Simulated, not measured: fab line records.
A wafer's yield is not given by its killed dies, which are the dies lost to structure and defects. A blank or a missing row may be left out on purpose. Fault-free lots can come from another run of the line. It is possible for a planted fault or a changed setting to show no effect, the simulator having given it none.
fab line records	flow n5Finfet	part 2 of 2: steps 5 to 6 of 6
[record] lots = 23	wafers = 69	lastDay = 17
route steps=1938 shown BEOL_M2@884 BEOL_M3@954
lots that met no fault: taken from a fault-free run of the same line
startH: hours from the record's opening day to when the first of the lot's shown wafers began	waitH: hours from the lot's prior step to this one	" repeats the value in the row above	L1.1+2: a single row standing in for several wafers	- no value present, or no start provided	* or withheld: withheld	< > ~ a bound
route shown NAME@n: names a module that has steps shown in the file, with the first one's number in the route	usual: the fault-free wafers' mean and standard deviation	same: alike in all rows	chamber/n: place in a boat	sites: the reading at each site	_std_site: standard deviation across them	_edge_site: mean of outer sites minus mean of inner sites	radiusMm: how far each site lies from the wafer's centre	mask NAME#n: copy n	behind: the most recent tool/chamber to have shaped the wafer	hold: why the lot was held/for how many hours/how that ended	device: whichever transistor did not switch (one of n, p or np)	end of line: the route-end tests of the same wafers	a step with no rows: only its recipe	killed: at the first sort, the dies lost to defects and structure; wafer yield is something else	map: dies across one wafer; x = killed, . = not, _ = none there
set.NAME: the setting as run; set.NAME@STEP: as run at that earlier step	model.NAME: the simulator's own value behind a step, which no gauge read
steps of the route over a sample of lots; a table a step, a row a wafer
services: from which hour (startH, from the record's first day; less than 0 if before it) a tool's chamber was out of use, for how many hours, and why
[[steps]]
[step N5_BEOL_M2_ANNEAL_51]
[recipe] tempC = 225	timeS = 90	ambient = N2
[usual] wafer_temp_C_max = 226.20/0.27
lot.wafer	tool	chamber	startH	waitH	wafer_temp_C_max
L074.1	rtpAnneal-02	0	147.38	0.1	226.17
L074.4	"	0	"	"	226.26
L074.5	"	0	"	"	226.25
L075.3	rtpAnneal-01	0	147.84	0.1	226.37
L075.4	"	0	"	"	226.28
L075.6	"	0	"	"	226.45
L076.3	rtpAnneal-02	0	154.39	0.4	226.02
L076.4	"	0	"	"	226.29
L076.6	"	0	"	"	225.77
L077.4	rtpAnneal-02	0	154.71	0.2	225.68
L077.5	"	0	"	"	226.07
L077.6	"	0	"	"	225.98
L078.2	rtpAnneal-01	0	161.66	0.1	226.42
L078.4	"	0	"	"	226.54
L078.5	"	0	"	"	226.56
L079.2	rtpAnneal-02	0	171.50	0.1	226.14
L079.3	"	0	"	"	225.83
L079.5	"	0	"	"	226.34
L080.1	rtpAnneal-01	0	178.97	0.1	226.44
L080.4	"	0	"	"	225.96
L080.6	"	0	"	"	226.20
L081.1	rtpAnneal-01	0	182.13	0.2	226.13
L081.3	"	0	"	"	226.06
L081.6	"	0	"	"	226.67
L082.2	rtpAnneal-02	0	192.31	0.1	226.19
L082.3	"	0	"	"	226.49
L082.5	"	0	"	"	225.87
L083.1	rtpAnneal-02	0	194.78	0.4	225.93
L083.4	"	0	"	"	226.44
L083.5	"	0	"	"	226.23
L084.2	rtpAnneal-02	0	205.59	0.1	226.36
L084.4	"	0	"	"	226.40
L084.6	"	0	"	"	226.07
L085.2	rtpAnneal-02	0	208.71	0.1	225.88
L085.3	"	0	"	"	225.76
L085.4	"	0	"	"	226.00
L086.1	rtpAnneal-01	0	219.83	0.2	225.97
L086.3	"	0	"	"	226.21
L086.5	"	0	"	"	226.02
L088.1	rtpAnneal-01	0	223.20	0.1	226.17
L088.2	"	0	"	"	226.27
L088.5	"	0	"	"	226.18
L087.2	rtpAnneal-02	0	224.56	0.3	226.18
L087.4	"	0	"	"	226.76
L087.5	"	0	"	"	226.29
L089.3	rtpAnneal-01	0	238.34	0.1	226.18
L089.4	"	0	"	"	226.43
L089.5	"	0	"	"	226.48
L090.3	rtpAnneal-02	0	238.40	0.1	226.29
L090.4	"	0	"	"	226.64
L090.5	"	0	"	"	226.05
L091.1	rtpAnneal-02	0	249.05	0.1	226.01
L091.2	"	0	"	"	225.97
L091.4	"	0	"	"	226.17
L092.2	rtpAnneal-01	0	253.26	0.2	226.22
L092.4	"	0	"	"	225.72
L092.5	"	0	"	"	226.18
L093.1	rtpAnneal-01	0	255.66	0.1	226.57
L093.4	"	0	"	"	226.20
L093.5	"	0	"	"	226.67
L094.1	rtpAnneal-02	0	262.01	0.1	226.03
L094.2	"	0	"	"	226.03
L094.3	"	0	"	"	226.33
L095.2	rtpAnneal-02	0	272.14	0.3	225.78
L095.4	"	0	"	"	226.81
L095.6	"	0	"	"	226.23
L097.4	rtpAnneal-02	0	289.57	0.2	225.89
L097.5	"	0	"	"	225.98
L097.6	"	0	"	"	226.21
[step N5_BEOL_M3_HM_OPEN_17]
[recipe] chemistry = Cl2/BCl3	targetDepthA = 200	overetchA = 60	target = TiN	maskMaterial = SOC	ionEnergyEv = 150	pressureMtorr = 10	icpW = 1000	biasW = 126	Cl2_flow_sccm = 53.25	bcl3FlowSccm = 21.75	Ar_flow_sccm = 25
[usual] chamberPressureMTorr = 10.001/0.009	drypumpMotorCurrentA = 5.6/0.54	oesProductAu = 0.69/0.082	throttleValvePct = 22.11/0.25
lot.wafer	tool	chamber	startH	waitH	chamberPressureMTorr	drypumpMotorCurrentA	oesProductAu	rfHoursCounterH	throttleValvePct
L074.1	rieMetal-02	1	149.53	0.0	9.997	5.7	0.66	38	22.34
L074.4	"	0	"	"	9.994	4.9	0.54	-	22.50
L074.5	"	1	"	"	10.008	5.7	0.67	-	22.36
L075.3	rieMetal-03	1	152.10	0.1	10.005	5.0	0.68	-	22.19
L075.4	"	0	"	"	10.005	6.5	0.75	-	21.87
L075.6	"	1	"	"	9.996	5.1	0.67	-	22.17
L076.3	rieMetal-01	1	156.68	0.1	9.990	6.0	0.49	-	22.32
L076.4	"	1	"	"	10.004	6.0	0.50	-	22.29
L076.6	"	1	"	"	10.010	6.0	0.50	-	22.31
L077.4	rieMetal-02	0	159.11	0.1	9.990	4.9	0.54	-	22.50
L077.5	"	0	"	"	10.002	4.9	0.55	-	22.50
L077.6	"	1	"	"	10.004	5.7	0.66	-	22.34
L078.2	rieMetal-02	1	165.99	0.0	10.005	5.7	0.65	39	22.36
L078.4	"	0	"	"	9.994	4.9	0.53	-	22.52
L078.5	"	0	"	"	10.007	4.9	0.53	-	22.53
L079.2	rieMetal-02	1	174.03	0.0	10.012	5.7	0.66	40	22.34
L079.3	"	0	"	"	9.995	4.9	0.54	-	22.51
L079.5	"	1	"	"	10.002	5.7	0.66	-	22.34
L080.1	rieMetal-03	1	182.86	0.0	10.004	5.1	0.66	42	22.18
L080.4	"	0	"	"	10.001	6.5	0.74	-	21.88
L080.6	"	1	"	"	10.005	5.0	0.67	-	22.18
L081.1	rieMetal-01	1	188.07	0.0	9.997	6.0	0.83	0	22.03
L081.3	"	0	"	"	10.005	5.5	0.78	-	21.73
L081.6	"	1	"	"	9.987	6.0	0.83	-	22.00
L082.2	rieMetal-03	0	195.65	0.0	10.000	6.5	0.73	15	21.90
L082.3	"	0	"	"	10.004	6.5	0.73	-	21.89
L082.5	"	1	"	"	9.987	5.1	0.66	-	22.20
L083.1	rieMetal-03	1	197.05	0.0	9.986	5.1	0.67	43	22.16
L083.4	"	0	"	"	10.008	6.5	0.73	-	21.89
L083.5	"	1	"	"	9.998	5.0	0.66	-	22.18
L084.2	rieMetal-02	0	209.70	0.0	9.995	4.9	0.53	121	22.53
L084.4	"	1	"	"	10.012	5.7	0.66	-	22.35
L084.6	"	1	"	"	10.006	5.6	0.65	-	22.36
L085.2	rieMetal-03	0	211.41	0.0	9.986	6.5	0.73	17	21.88
L085.3	"	0	"	"	10.003	6.5	0.73	-	21.89
L085.4	"	1	"	"	9.998	5.0	0.66	-	22.19
L086.1	rieMetal-01	0	223.60	0.0	9.986	5.4	0.77	8	21.74
L086.3	"	0	"	"	9.998	5.5	0.76	-	21.71
L086.5	"	1	"	"	10.002	6.0	0.78	-	22.02
L088.1	rieMetal-03	1	225.88	0.0	9.988	5.0	0.66	46	22.18
L088.2	"	0	"	"	9.988	6.5	0.73	18	21.88
L088.5	"	1	"	"	9.993	5.1	0.66	-	22.19
L087.2	rieMetal-03	1	226.79	0.0	10.009	5.0	0.66	46	22.18
L087.4	"	1	"	"	9.999	5.1	0.66	-	22.19
L087.5	"	1	"	"	10.004	5.1	0.67	-	22.17
L089.3	rieMetal-01	1	241.07	0.1	9.989	6.0	0.78	-	22.01
L089.4	"	0	"	"	10.012	5.5	0.75	-	21.72
L089.5	"	0	"	"	10.000	5.5	0.75	-	21.72
L090.3	rieMetal-01	0	242.82	0.1	9.988	5.5	0.75	-	21.71
L090.4	"	1	"	"	10.001	6.0	0.78	-	22.05
L090.5	"	0	"	"	9.991	5.5	0.75	-	21.72
L091.1	rieMetal-03	1	251.24	0.0	10.008	5.0	0.65	48	22.18
L091.2	"	0	"	"	10.007	6.5	0.71	20	21.90
L091.4	"	1	"	"	10.013	5.0	0.66	-	22.16
L092.2	rieMetal-03	1	257.99	0.0	10.005	5.0	0.65	48	22.21
L092.4	"	0	"	"	9.996	6.5	0.71	-	21.89
L092.5	"	0	"	"	10.011	6.5	0.71	-	21.92
L093.1	rieMetal-02	1	258.30	0.0	9.977	5.7	0.64	48	22.38
L093.4	"	1	"	"	10.003	5.7	0.64	-	22.38
L093.5	"	1	"	"	9.998	5.7	0.63	-	22.38
L094.1	rieMetal-01	1	264.15	0.0	9.994	6.0	0.77	7	22.03
L094.2	"	0	"	"	9.999	5.5	0.76	11	21.71
L094.3	"	0	"	"	9.990	5.5	0.75	-	21.74
L095.2	rieMetal-01	1	275.84	0.0	10.004	6.0	0.76	8	22.03
L095.4	"	0	"	"	10.002	5.5	0.75	-	21.73
L095.6	"	1	"	"	10.002	6.0	0.77	-	22.02
L097.4	rieMetal-02	1	292.99	0.1	10.005	5.7	0.63	-	22.38
L097.5	"	0	"	"	10.001	4.9	0.80	-	22.28
L097.6	"	1	"	"	10.003	5.7	0.63	-	22.38
[[services]]
tool	chamber	startH	hours	kind
rieDiel-04	2	121.14	23.0	repair
rieDiel-05	0	131.14	2.1	repair
rieDiel-04	0	140.08	11.9	repair
rieMetal-03	-	142.33	0.9	repair
rieDiel-02	2	148.16	3.1	repair
rieMetal-03	1	154.52	1.6	repair
rieDiel-05	2	160.82	-	clean
rieDiel-05	2	160.82	-	consumableReplace:esc
rieDiel-05	2	160.82	-	consumableReplace:focusRing
rieDiel-05	2	160.82	23.6	scheduledDown
rieDiel-05	2	160.82	23.6	ventCycle
rieDiel-04	0	167.44	22.2	repair
rieDiel-04	-	173.55	2.8	pm
rieDiel-02	-	192.50	0.7	repair
rieDiel-04	1	193.71	6.3	repair
rieDiel-02	0	201.88	9.7	repair
rieDiel-02	0	215.95	-	clean
rieDiel-02	0	215.95	-	consumableReplace:focusRing
rieDiel-02	0	215.95	-	consumableReplace:showerhead
rieDiel-02	0	215.95	21.3	scheduledDown
rieDiel-02	0	215.95	21.3	ventCycle
rieDiel-04	0	233.87	4.2	repair
rieMetal-01	-	234.41	2.8	pm
rieDiel-04	2	248.81	4.0	repair
